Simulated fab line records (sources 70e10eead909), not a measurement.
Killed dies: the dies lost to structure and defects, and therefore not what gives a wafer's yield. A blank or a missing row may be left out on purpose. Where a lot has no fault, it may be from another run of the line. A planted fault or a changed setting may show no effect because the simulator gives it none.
Matching of chambers ; flow nand harc ; NHARC_A_BONDPAD_ETCH_34 on rie diel-03: 3 sister chambers
The step etches the open film in N2/H2, target depth 60 nm, overetch 18 nm, time 65.91 s. 3 wafers are shown with their chamber, then 6 later ones without.

== WAFERS PAIRED WITH THEIR CHAMBERS ==
wafer;chamber;drypump motor current A (A)
L373.4;2;5.74
L384.1;1;5.45
L384.2;0;5.47

== WAFERS WITH NO CHAMBER GIVEN ==
wafer;drypump motor current A (A)
L384.4;5.74
L385.1;5.74
L385.3;5.42
L385.5;5.72
L391.1;5.48
L391.3;5.74

== THE CHAMBER EACH PASSED THROUGH ==
wafer;from the rows above;in truth
L384.4;2;2
L385.1;2;2
L385.3;can't be placed: 1 or 0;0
L385.5;2;2
L391.1;can't be placed: 0 or 1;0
L391.3;2;2
Correctly placed: 4 of 6. These rows do not allow placing 2 (true chamber among the candidates in 2). 0 placed wrongly.
How it was worked out, from the rows above alone: a wafer's distance from a chamber is the root of the sum, over the readings, of the square of ((its reading less the chamber's mean) divided by the reading's scatter). If the next closest chamber is less than 2 further off than the closest, the wafer can't be placed; otherwise it belongs to the closest. A chamber's mean is the mean of its shown wafers. The scatter (one wafer shown for each chamber): square how far every hidden wafer sits from the nearest shown wafer, average those squares and take the square root.
